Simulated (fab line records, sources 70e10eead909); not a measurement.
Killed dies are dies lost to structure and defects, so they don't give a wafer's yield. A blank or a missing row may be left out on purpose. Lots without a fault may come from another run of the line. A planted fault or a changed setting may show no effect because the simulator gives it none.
Which tool did it? | flow nand_harc | 14 lots, 42 wafers sampled, at 4 steps of a route of 1159

WHAT THE GAUGES READ, wafer by wafer
NHARC_A_ONON_D1_THK_MEAS_11: measures by ellipsometry. Usual: thk_nm 1000 nm, standard deviation 9.1.
lot  | measured     | on            | thk_nm (nm)    | flag
L583 | day 7 09:48  | film_metro-01 | 1010 1009 1008 |
L587 | day 8 06:25  | film_metro-01 | 1007 1009 1008 |
L588 | day 9 06:14  | film_metro-02 | 995 1609 995   | OFF
L591 | day 9 12:51  | film_metro-02 | 1009 1007 1622 | OFF
L592 | day 9 16:31  | film_metro-02 | 1017 1018 1016 |
L596 | day 10 18:21 | film_metro-02 | 999 1001 999   |
L597 | day 11 09:57 | film_metro-02 | 986 988 988    |
L598 | day 11 09:58 | film_metro-01 | 995 995 994    |
L600 | day 12 01:58 | film_metro-02 | 1006 1006 1005 |
L601 | day 12 02:01 | film_metro-01 | 999 1002 1001  |
L603 | day 12 05:29 | film_metro-02 | 994 995 997    |
L602 | day 12 05:29 | film_metro-02 | 1015 1013 1015 |
L605 | day 12 16:47 | film_metro-01 | 996 996 998    |
L604 | day 12 17:08 | film_metro-02 | 1002 1001 1002 |

NHARC_END_SORT_01. Usual: killed_at_array 27, standard deviation 8; killed_at_other 0.8, standard deviation 1.2; killed_at_periphery 3.3, standard deviation 2.3; killed_dies 31, standard deviation 8.8; killed_open 3.2, standard deviation 2.1; killed_short 2.1, standard deviation 1.4.
lot  | measured     | on        | killed_at_array | killed_at_other | killed_at_periphery | killed_dies | killed_open | killed_short | flag
L588 | day 21 03:27 | prober-02 | 25 674 25       | 0 1 0           | 2 2 0               | 27 677 25   | 5 4 1       | 4 1 1        | OFF
L591 | day 21 21:49 | prober-02 | 33 30 673       | 1 0 0           | 4 7 4               | 38 37 677   | 3 4 4       | 5 1 1        | OFF

WHICH TOOL RAN EACH LOT (tool, then ch and the chambers of the sampled wafers, then the start)
lot  | NHARC_A_ONON_D1_DEP_09           | NHARC_A_CHANNEL_HOLE_D1_DEP_00
L583 | pecvd_onon-04 ch 0, day 7 09:20  | acl_dep-01 ch 0, day 8 01:30
L587 | pecvd_onon-02 ch 0, day 8 05:55  | acl_dep-02 ch 0, day 8 18:43
L588 | pecvd_onon-04 ch 0, day 9 05:44  | acl_dep-03 ch 0, day 9 19:14
L591 | pecvd_onon-04 ch 0, day 9 12:20  | acl_dep-01 ch 0, day 10 03:06
L592 | pecvd_onon-01 ch 0, day 9 16:00  | acl_dep-03 ch 0, day 10 03:41
L596 | pecvd_onon-01 ch 0, day 10 17:57 | acl_dep-03 ch 0, day 11 05:31
L597 | pecvd_onon-02 ch 0, day 11 09:26 | acl_dep-01 ch 0, day 11 20:34
L598 | pecvd_onon-01 ch 0, day 11 09:26 | acl_dep-03 ch 0, day 11 20:46
L600 | pecvd_onon-01 ch 0, day 12 01:27 | acl_dep-03 ch 0, day 12 12:46
L601 | pecvd_onon-02 ch 0, day 12 01:31 | acl_dep-01 ch 0, day 12 12:50
L603 | pecvd_onon-02 ch 0, day 12 04:58 | acl_dep-02 ch 0, day 12 16:23
L602 | pecvd_onon-04 ch 0, day 12 04:58 | acl_dep-01 ch 0, day 12 16:16
L605 | pecvd_onon-01 ch 0, day 12 16:20 | acl_dep-01 ch 0, day 13 04:06
L604 | pecvd_onon-04 ch 0, day 12 16:37 | acl_dep-03 ch 0, day 13 03:22
- NHARC_A_ONON_D1_DEP_09: target thk 1000 nm.
- NHARC_A_CHANNEL_HOLE_D1_DEP_00: deposits aC, target thk 3100 nm.

WHAT THE TOOLS THEMSELVES READ (means of the sampled wafers that have a number; where no wafer has one, the mark that the record gives instead)
NHARC_A_ONON_D1_DEP_09. Usual: n2o_flow_sccm 2000 sccm, standard deviation 5.7.
lot  | tool          | n2o_flow_sccm (sccm) | flag
L583 | pecvd_onon-04 | 2001                 |
L587 | pecvd_onon-02 | 1995                 |
L588 | pecvd_onon-04 | 2002                 |
L591 | pecvd_onon-04 | 1996                 |
L592 | pecvd_onon-01 | 1993                 |
L596 | pecvd_onon-01 | 2002                 |
L597 | pecvd_onon-02 | 2008                 |
L598 | pecvd_onon-01 | 2010                 |
L600 | pecvd_onon-01 | 2004                 |
L601 | pecvd_onon-02 | 2007                 |
L603 | pecvd_onon-02 | 1999                 |
L602 | pecvd_onon-04 | 1998                 |
L605 | pecvd_onon-01 | 2000                 |
L604 | pecvd_onon-04 | 2003                 |

NHARC_A_CHANNEL_HOLE_D1_DEP_00. Usual: throttle_valve_pct 35.001 %, standard deviation 0.0082.
lot  | tool       | throttle_valve_pct (%) | flag
L583 | acl_dep-01 | 35.002                 |
L587 | acl_dep-02 | 35.005                 |
L588 | acl_dep-03 | 34.997                 |
L591 | acl_dep-01 | 34.998                 |
L592 | acl_dep-03 | 34.996                 |
L596 | acl_dep-03 | 35.003                 |
L597 | acl_dep-01 | 34.997                 |
L598 | acl_dep-03 | 35.005                 |
L600 | acl_dep-03 | 35.013                 |
L601 | acl_dep-01 | 35.007                 |
L603 | acl_dep-02 | 35.000                 |
L602 | acl_dep-01 | 35.008                 |
L605 | acl_dep-01 | 35.000                 |
L604 | acl_dep-03 | 35.009                 |

THE ANSWER, worked out from the rows above alone
Rule: a lot is off if the mean of its wafers that have a number lies more than 3 standard deviations from the usual mean. A lot without any number at a reading at which 4 lots or more have one is off too. The other lots that the step has rows for count as sound. The gauges are gone through in route order, then the tools' own readings, and for those a lot's mean is taken as printed above. The first step at which some lot is off is used, and at that step the reading that is off furthest; a lot without a number counts as furthest.
Off: L588, L591, at NHARC_A_ONON_D1_THK_MEAS_11 (thk_nm).
A tool fits if, at a process step before that reading, it ran every lot that is off, and no sound lot after the first of them. The gauges at NHARC_A_ONON_D1_THK_MEAS_11 aren't tried: what is off there is off at NHARC_END_SORT_01 too, on other tools, and a gauge's error can't cause that. None of those tried fits.

WHAT THE SIMULATOR HAD PUT IN
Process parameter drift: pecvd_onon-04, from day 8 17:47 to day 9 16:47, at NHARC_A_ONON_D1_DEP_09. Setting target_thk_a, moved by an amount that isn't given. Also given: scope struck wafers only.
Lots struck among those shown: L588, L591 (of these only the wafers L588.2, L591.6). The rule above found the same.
